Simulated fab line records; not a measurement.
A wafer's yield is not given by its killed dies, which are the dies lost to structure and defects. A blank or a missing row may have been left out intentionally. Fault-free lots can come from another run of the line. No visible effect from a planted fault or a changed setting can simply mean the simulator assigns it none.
Chamber matching || flow n5-finfet || N5_HKMG_FIN_CMP_94 on cmp-03: 4 sister chambers
The step polishes, stops on SiNx, t overpolish 4.7 s, target thk 43.299 nm. 18 wafers are shown with their chamber, then 9 later ones without.

== WAFERS PAIRED WITH THEIR CHAMBERS ==
{"wafer": "L078.1", "chamber": 3, "motor-current-A (A)": 12.2}
{"wafer": "L078.3", "chamber": 0, "motor-current-A (A)": 11.5}
{"wafer": "L078.5", "chamber": 2, "motor-current-A (A)": 11.8}
{"wafer": "L079.3", "chamber": 2, "motor-current-A (A)": 11.0}
{"wafer": "L079.4", "chamber": 3, "motor-current-A (A)": 12.0}
{"wafer": "L079.6", "chamber": 0, "motor-current-A (A)": 11.6}
{"wafer": "L080.2", "chamber": 3, "motor-current-A (A)": 11.2}
{"wafer": "L080.4", "chamber": 2, "motor-current-A (A)": 11.3}
{"wafer": "L080.6", "chamber": 2, "motor-current-A (A)": 10.5}
{"wafer": "L082.1", "chamber": 1, "motor-current-A (A)": 10.3}
{"wafer": "L082.4", "chamber": 2, "motor-current-A (A)": 11.5}
{"wafer": "L082.6", "chamber": 3, "motor-current-A (A)": 12.1}
{"wafer": "L084.2", "chamber": 2, "motor-current-A (A)": 12.4}
{"wafer": "L084.4", "chamber": 0, "motor-current-A (A)": 11.2}
{"wafer": "L084.5", "chamber": 2, "motor-current-A (A)": 11.4}
{"wafer": "L086.2", "chamber": 1, "motor-current-A (A)": 11.2}
{"wafer": "L086.3", "chamber": 3, "motor-current-A (A)": 11.5}
{"wafer": "L086.4", "chamber": 0, "motor-current-A (A)": 11.9}

SIGNATURES, as means of the wafers listed above
{"reading": "motor-current-A", "chamber 0": 11.550, "chamber 1": 10.750, "chamber 2": 11.414, "chamber 3": 11.800, "scatter within a chamber": 0.503}
Rule: distance of a wafer from a chamber = root of the sum over the readings of ((wafer's reading minus chamber's mean) / reading's scatter) squared. If the next closest chamber is less than 2 further off than the closest, the wafer can't be placed; otherwise it belongs to the closest. The scatter: take each reading less its chamber's mean, square it, sum over the shown wafers, divide by the number of wafers less the number of chambers, and take the root.

== WAFERS WITH NO CHAMBER GIVEN ==
{"wafer": "L088.3", "motor-current-A (A)": 11.6}
{"wafer": "L088.5", "motor-current-A (A)": 11.7}
{"wafer": "L088.6", "motor-current-A (A)": 11.3}
{"wafer": "L091.3", "motor-current-A (A)": 11.5}
{"wafer": "L091.4", "motor-current-A (A)": 11.7}
{"wafer": "L091.5", "motor-current-A (A)": 12.1}
{"wafer": "L093.3", "motor-current-A (A)": 11.5}
{"wafer": "L093.5", "motor-current-A (A)": 11.9}
{"wafer": "L093.6", "motor-current-A (A)": 11.9}

== WHICH CHAMBER EACH WENT THROUGH ==
{"wafer": "L088.3", "from the rows above": "can't be placed: 0 or 2 or 3 or 1", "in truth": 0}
{"wafer": "L088.5", "from the rows above": "can't be placed: 3 or 0 or 2 or 1", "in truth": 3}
{"wafer": "L088.6", "from the rows above": "can't be placed: 2 or 0 or 3 or 1", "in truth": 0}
{"wafer": "L091.3", "from the rows above": "can't be placed: 0 or 2 or 3 or 1", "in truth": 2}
{"wafer": "L091.4", "from the rows above": "can't be placed: 3 or 0 or 2 or 1", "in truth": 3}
{"wafer": "L091.5", "from the rows above": "can't be placed: 3 or 0 or 2", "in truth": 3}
{"wafer": "L093.3", "from the rows above": "can't be placed: 0 or 2 or 3 or 1", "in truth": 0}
{"wafer": "L093.5", "from the rows above": "can't be placed: 3 or 0 or 2", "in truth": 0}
{"wafer": "L093.6", "from the rows above": "can't be placed: 3 or 0 or 2", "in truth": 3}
Correctly placed: 0 of 9. These rows do not allow placing 9 (true chamber among the candidates in 9). Wrongly placed: 0.
